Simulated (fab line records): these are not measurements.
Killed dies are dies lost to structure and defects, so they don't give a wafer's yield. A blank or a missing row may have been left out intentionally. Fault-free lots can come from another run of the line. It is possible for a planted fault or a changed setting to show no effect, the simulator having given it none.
fab line records	flow nand-harc
record lots=11	wafers=33	last-day=33
route steps=1302 shown P_ZERO_WELL@17 P_STI@80 P_GATE@148
lots with no fault: from the same line, run without faults
start-h: hours from the record's first day to the start of the lot's first wafer shown	wait-h: how many hours have passed since the lot's step before this one	" repeats the value in the row above	L1.1+2: a single row standing in for several wafers	- no value present, or no start provided	* or withheld: withheld	< > ~ a bound
route shown NAME@n: NAME is a module with steps in the file, n the number in the route of the first one	usual: average and standard deviation across the fault-free wafers	same: alike in all rows	chamber/n: place in a boat	sites: the reading at each site	_std_site: the values' standard deviation	_edge_site: outer sites' mean less inner sites'	radius-mm: for every site, how far away it sits from the centre of the wafer	mask NAME#n: copy n	behind: the most recent tool/chamber to have shaped the wafer	hold: why the lot was held/for how many hours/how that ended	device: which transistor (n, p or np) failed to switch	end of line: the route-end tests of the same wafers	a step given without rows: its recipe and nothing more	killed: count of dies lost to structure and defects at first sort (not the wafer's yield)	map: per-die view of a wafer (x killed, . not killed, _ where there is no die)
set.NAME: the setting that was run; set.NAME@STEP: the one run at that earlier step	model.NAME: the simulator's own value behind a step, which no gauge read
one table for each step of the route and one row for each wafer, over a sample of lots
services: a tool's chamber out of use, with start hour (start-h, from the record's first day; less than 0 if before it), hours out, and reason
## steps
# step NHARC_P_ZERO_WELL_ETCH_65
# recipe target-depth-a=800	overetch-a=240	time-s=87.88	ion-energy-ev=200	n2-flow-sccm=150	h2-flow-sccm=150	ar-flow-sccm=0	rf-w=400	bias-w=150	chemistry=N2/H2
# usual drypump-motor-current-A=5.7/0.33	oes-product-au=1.000/0.011	rf-vpp-V=429.5/2.5	showerhead-plenum-p-Torr=2.00/0.086	throttle-valve-pct=14.171/0.0099
lot.wafer	tool	chamber	start-h	wait-h	drypump-motor-current-A	oes-product-au	rf-hours-counter-h	rf-vpp-V	showerhead-plenum-p-Torr	throttle-valve-pct
L548.3	rie-diel-12	0	31.48	0.1	5.6	1.017	31	428.7	1.96	14.168
L548.4	"	3	"	"	5.9	0.991	29	433.9	2.08	14.163
L548.6	"	0	"	"	5.6	1.007	-	427.1	1.96	14.156
L549.3	rie-diel-12	0	41.42	0.1	5.6	1.009	33	428.9	1.96	14.182
L549.1	"	1	"	"	5.4	1.002	41	427.8	1.93	14.168
L549.6	"	0	"	"	5.6	1.003	-	427.8	1.96	14.157
L550.4	rie-diel-13	2	51.49	0.1	6.6	1.004	11	430.7	2.03	14.170
L550.3	"	3	"	"	5.5	1.005	18	429.5	1.97	14.189
L550.6	"	1	"	"	5.4	1.006	-	427.9	1.96	14.152
L551.2	rie-diel-03	1	61.38	0.1	5.3	1.001	38	433.1	2.14	14.189
L551.1	"	2	"	"	6.1	1.001	38	426.6	1.95	14.166
L551.6	"	1	"	"	5.3	1.018	-	433.9	2.14	14.173
L554.3	rie-diel-13	1	91.37	0.1	5.4	1.000	31	428.3	1.96	14.166
L554.5	"	3	"	"	5.5	0.998	-	429.1	1.97	14.187
L554.6	"	0	"	"	5.5	0.995	-	427.3	1.90	14.180
L556.4	rie-diel-12	2	111.53	0.1	6.0	0.999	3	431.2	2.14	14.179
L556.3	"	0	"	"	5.6	0.994	5	428.5	1.95	14.170
L556.2	"	1	"	"	5.4	1.001	3	427.6	1.93	14.181
L557.3	rie-diel-03	3	121.36	0.1	5.3	0.981	4	427.0	1.89	14.170
L557.5	"	2	"	"	6.1	1.011	-	427.4	1.94	14.164
L557.6	"	3	"	"	5.3	0.986	-	426.7	1.89	14.173
L558.2	rie-diel-12	3	132.45	1.2	5.9	0.981	12	429.4	2.07	14.184
L558.1	"	1	"	"	5.5	0.997	9	428.5	1.93	14.175
L558.6	"	3	"	"	5.9	0.987	-	432.5	2.07	14.159
L568.4	rie-diel-03	1	231.42	0.1	5.3	1.017	43	433.4	2.12	14.162
L568.5	"	1	"	"	5.3	1.010	-	431.5	2.12	14.164
L568.6	"	2	"	"	6.1	1.016	-	426.1	1.93	14.178
L569.3	rie-diel-12	1	241.51	0.1	5.4	1.002	42	427.7	1.91	14.183
L569.2	"	0	"	"	5.6	1.012	51	427.9	1.94	14.163
L569.5	"	0	"	"	5.6	1.012	-	427.7	1.93	14.178
L570.3	rie-diel-13	1	251.49	0.1	5.4	1.007	21	427.7	1.94	14.147
L570.4	"	2	"	"	6.6	1.002	24	428.9	2.00	14.183
L570.5	"	0	"	"	5.5	0.980	-	425.4	1.88	14.179
# step NHARC_P_ZERO_WELL_INSPECT_43
# usual raw-defect-count=13/5.8
lot.wafer	tool	chamber	start-h	wait-h	raw-defect-count
L548.3	defect-inspect-01	-	38.08	0.4	16
L548.4	"	-	"	"	14
L548.6	"	-	"	"	7
L549.1	defect-inspect-02	-	47.73	0.6	9
L549.3	"	-	"	"	14
L549.6	"	-	"	"	9
L550.3	defect-inspect-01	-	57.58	0.4	12
L550.4	"	-	"	"	15
L550.6	"	-	"	"	20
L551.1	defect-inspect-02	-	67.57	0.6	16
L551.2	"	-	"	"	10
L551.6	"	-	"	"	11
L554.3	defect-inspect-01	-	97.52	0.4	8
L554.5	"	-	"	"	11
L554.6	"	-	"	"	9
L556.2	defect-inspect-02	-	117.89	0.5	10
L556.3	"	-	"	"	38
L556.4	"	-	"	"	7
L557.3	defect-inspect-02	-	127.58	0.4	13
L557.5	"	-	"	"	23
L557.6	"	-	"	"	21
L558.1	defect-inspect-02	-	138.39	0.6	10
L558.2	"	-	"	"	12
L558.6	"	-	"	"	15
L568.4	defect-inspect-01	-	237.49	0.2	13
L568.5	"	-	"	"	12
L568.6	"	-	"	"	16
L569.2	defect-inspect-01	-	247.56	0.5	6
L569.3	"	-	"	"	6
L569.5	"	-	"	"	12
L570.3	defect-inspect-01	-	257.45	0.4	9
L570.4	"	-	"	"	4
L570.5	"	-	"	"	8
# step NHARC_P_STI_EXPOSE_06
# recipe na=0.55	target-cd-nm=200	dose-mj=37.69	mask-id=P_STI
lot.wafer	tool	chamber	start-h	wait-h	mask
L548.3+4+6	krf-scanner-04	0	52.66	-	P_STI#0
L549.1+3+6	krf-scanner-01	0	62.79	-	P_STI#0
L550.3+4+6	krf-scanner-01	0	74.97	-	P_STI#0
L551.1+2+6	krf-scanner-02	0	83.37	-	P_STI#0
L554.3+5+6	krf-scanner-01	0	112.56	-	P_STI#0
L556.2+3+4	krf-scanner-04	0	133.21	-	P_STI#0
L557.3+5+6	krf-scanner-04	0	143.85	-	P_STI_R1#0
L558.1+2+6	krf-scanner-02	0	155.68	-	P_STI#0
L568.4+5+6	krf-scanner-04	0	252.53	-	P_STI#0
L569.2+3+5	krf-scanner-04	0	261.96	-	P_STI#0
L570.3+4+5	krf-scanner-01	0	273.28	-	P_STI#0
# step NHARC_P_STI_CD_MEAS_09
# recipe target-cd-nm=200	landing-energy-ev=500
# usual cd-nm=201.5/1.9
lot.wafer	tool	chamber	start-h	wait-h	cd-nm
L548.3	cd-sem-03	0	52.80	-	201.2
L548.4	"	0	"	"	202.4
L548.6	"	0	"	"	199.0
L549.1	cd-sem-03	0	62.94	-	201.7
L549.3	"	0	"	"	201.9
L549.6	"	0	"	"	197.9
L550.3	cd-sem-03	0	75.12	-	200.1
L550.4	"	0	"	"	201.5
L550.6	"	0	"	"	203.5
L551.1	cd-sem-01	0	83.52	-	199.5
L551.2	"	0	"	"	204.7
L551.6	"	0	"	"	201.1
L554.3	cd-sem-03	0	112.70	-	202.1
L554.5	"	0	"	"	203.3
L554.6	"	0	"	"	200.8
L556.2	cd-sem-03	0	133.36	-	201.5
L556.3	"	0	"	"	200.1
L556.4	"	0	"	"	203.6
L557.3	cd-sem-03	0	144.00	-	223.3
L557.5	"	0	"	"	224.0
L557.6	"	0	"	"	223.3
L558.1	cd-sem-03	0	155.83	-	203.7
L558.2	"	0	"	"	203.5
L558.6	"	0	"	"	202.8
L568.4	cd-sem-03	0	252.67	-	204.8
L568.5	"	0	"	"	199.0
L568.6	"	0	"	"	201.9
L569.2	cd-sem-02	0	262.11	-	201.9
L569.3	"	0	"	"	200.8
L569.5	"	0	"	"	198.5
L570.3	cd-sem-03	0	273.42	-	199.6
L570.4	"	0	"	"	197.7
L570.5	"	0	"	"	201.7
# step NHARC_P_STI_OCD_MEAS_17
# usual trench-depth-nm=302/4.7	trench-foot-cd-nm=159.3/2.1
lot.wafer	tool	chamber	start-h	wait-h	trench-depth-nm	trench-foot-cd-nm
L548.3	ocd-01	-	53.58	0.1	308	158.8
L548.4	"	-	"	"	299	160.7
L548.6	"	-	"	"	311	155.5
L549.1	ocd-01	-	63.74	0.1	308	158.5
L549.3	"	-	"	"	304	159.1
L549.6	"	-	"	"	306	154.8
L550.3	ocd-01	-	75.90	0.1	304	157.5
L550.4	"	-	"	"	306	158.9
L550.6	"	-	"	"	309	159.9
L551.1	ocd-01	-	84.31	0.1	303	157.1
L551.2	"	-	"	"	304	162.4
L551.6	"	-	"	"	304	158.6
L554.3	ocd-02	-	113.49	0.1	304	159.5
L554.5	"	-	"	"	305	160.4
L554.6	"	-	"	"	304	158.2
L556.2	ocd-02	-	134.14	0.1	300	159.4
L556.3	"	-	"	"	299	157.9
L556.4	"	-	"	"	295	161.9
L557.3	ocd-02	-	144.78	0.1	305	180.6
L557.5	"	-	"	"	289	183.5
L557.6	"	-	"	"	305	180.4
L558.1	ocd-02	-	156.62	0.1	293	163.0
L558.2	"	-	"	"	305	161.0
L558.6	"	-	"	"	302	160.6
L568.4	ocd-01	-	253.45	0.1	291	164.3
L568.5	"	-	"	"	302	156.5
L568.6	"	-	"	"	299	160.5
L569.2	ocd-02	-	262.89	0.1	303	159.3
L569.3	"	-	"	"	299	158.3
L569.5	"	-	"	"	300	156.2
L570.3	ocd-01	-	274.24	0.1	300	157.2
L570.4	"	-	"	"	300	155.7
L570.5	"	-	"	"	299	159.4
# step NHARC_P_GATE_ETCH_114
# recipe target-depth-a=300	overetch-a=30	time-s=16.5	ion-energy-ev=100	cf4-flow-sccm=80	o2-flow-sccm=20	ar-flow-sccm=0	rf-w=300	bias-w=100	chemistry=CF4/O2
# usual drypump-motor-current-A=5.7/0.39	oes-product-au=1.001/0.011	rf-vpp-V=197.4/1.4	showerhead-plenum-p-Torr=1.32/0.052	throttle-valve-pct=13.397/0.0088
lot.wafer	tool	chamber	start-h	wait-h	drypump-motor-current-A	oes-product-au	rf-hours-counter-h	rf-vpp-V	showerhead-plenum-p-Torr	throttle-valve-pct
L548.4	rie-diel-02	1	-	-	6.0	0.996	3	196.1	1.26	13.415
L548.3	"	3	"	"	5.9	1.000	4	196.7	1.29	13.402
L548.6	"	1	"	"	6.0	1.005	-	194.6	1.26	13.393
L549.1	rie-diel-07	0	-	-	5.1	1.000	13	200.8	1.43	13.392
L549.3	"	2	"	"	6.0	1.009	13	198.6	1.37	13.398
L549.6	"	1	"	"	5.6	0.991	-	196.1	1.28	13.393
L550.4	rie-diel-07	3	-	-	6.3	1.012	0	196.6	1.28	13.399
L550.3	"	1	"	"	5.6	0.995	0	198.4	1.28	13.413
L550.6	"	2	"	"	6.0	1.001	-	199.6	1.37	13.414
L551.1	rie-diel-01	2	-	-	5.2	0.999	6	198.4	1.34	13.399
L551.2	"	3	"	"	5.6	0.997	5	196.4	1.30	13.393
L551.6	"	1	"	"	5.3	1.001	-	196.9	1.30	13.404
L554.3	rie-diel-01	2	-	-	5.3	0.996	8	198.1	1.34	13.398
L554.6	"	1	"	"	5.3	0.992	-	198.6	1.29	13.394
L554.5	"	2	"	"	5.3	1.005	-	198.6	1.34	13.399
L556.2	rie-diel-01	1	-	-	5.4	1.019	11	197.1	1.29	13.406
L556.4	"	2	"	"	5.3	1.010	9	196.9	1.34	13.395
L556.3	"	3	"	"	5.6	1.005	8	197.7	1.30	13.389
L557.3	rie-diel-01	2	-	-	5.3	1.006	10	197.9	1.34	13.394
L557.5	"	3	"	"	5.6	1.009	-	198.3	1.30	13.418
L557.6	"	2	"	"	5.3	1.002	-	197.0	1.34	13.401
L558.1	rie-diel-02	1	-	-	6.0	1.011	8	196.1	1.26	13.395
L558.2	"	0	"	"	5.6	0.998	7	196.9	1.29	13.394
L558.6	"	2	"	"	6.0	0.991	-	196.9	1.26	13.389
L568.4	rie-diel-02	0	-	-	5.6	0.982	4	197.2	1.29	13.394
L568.6	"	0	"	"	5.7	0.992	-	196.9	1.29	13.393
L568.5	"	1	"	"	6.0	1.013	-	195.7	1.26	13.399
L569.2	rie-diel-07	2	-	-	6.0	0.995	1	198.3	1.37	13.395
L569.3	"	1	"	"	5.6	1.000	1	196.5	1.28	13.396
L569.5	"	3	"	"	6.4	1.003	-	196.8	1.28	13.406
L570.3	rie-diel-01	0	-	-	5.9	1.013	7	198.2	1.34	13.402
L570.4	"	1	"	"	5.3	1.024	7	196.9	1.29	13.401
L570.5	"	0	"	"	5.9	1.024	-	198.5	1.34	13.409
## services
tool	chamber	start-h	hours	kind
krf-scanner-04	-	10.00	4.0	pm
rie-diel-13	2	13.59	7.5	repair
krf-scanner-01	-	24.82	0.2	repair
rie-diel-01	-	26.80	9.0	pm
rie-diel-02	-	39.70	9.0	pm
krf-scanner-01	-	43.65	0.8	repair
rie-diel-07	0	66.24	6.2	repair
krf-scanner-04	-	87.17	0.5	repair
rie-diel-12	-	91.41	9.0	pm
rie-diel-12	1	139.20	13.4	repair
krf-scanner-01	-	140.00	4.0	pm
krf-scanner-04	-	158.97	0.7	repair
krf-scanner-04	-	177.57	0.6	repair
krf-scanner-04	-	182.00	4.0	pm
rie-diel-01	0	188.55	13.6	repair
rie-diel-01	-	203.80	9.0	pm
rie-diel-01	0	225.05	2.0	repair
rie-diel-12	2	240.08	14.6	repair
krf-scanner-04	-	243.14	1.5	repair
rie-diel-12	-	268.56	9.0	pm
rie-diel-12	1	306.40	2.4	repair
krf-scanner-01	-	312.00	4.0	pm
rie-diel-12	2	312.25	7.3	repair
rie-diel-01	2	316.13	4.5	repair
## key
first-sign step=NHARC_P_STI_EXPOSE_06	reading=mask	direction=changed
effect step=NHARC_P_STI_CD_MEAS_09	reading=cd-nm	direction=up	sigmas=12	usual=201.5	struck=223.5
effect step=NHARC_P_STI_OCD_MEAS_17	reading=trench-foot-cd-nm	direction=up	sigmas=10	usual=159.3	struck=181.5
met-at NHARC_P_STI_EXPOSE_06
struck-lots L557
tester-left-out L557
not-acting-at NHARC_P_ZERO_WELL_ETCH_65,NHARC_P_ZERO_WELL_INSPECT_43,NHARC_P_GATE_ETCH_114
onset-between 133.21 143.85
fault kind=wrong-mask	tool=any	chamber=-	onset-h=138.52	steps=NHARC_P_STI_EXPOSE_06	aux-copy=P_STI_R1#0	cd-offset-nm=19.646	scope=struck-lots-only
# tester-left-out: of these lots the tester's yield and bins aren't shown, on N5 and GAA mostly nor the transistor test; their killed dies are dies lost to structure and defects alone, not to doping, threshold or leakage, so they don't give the yield
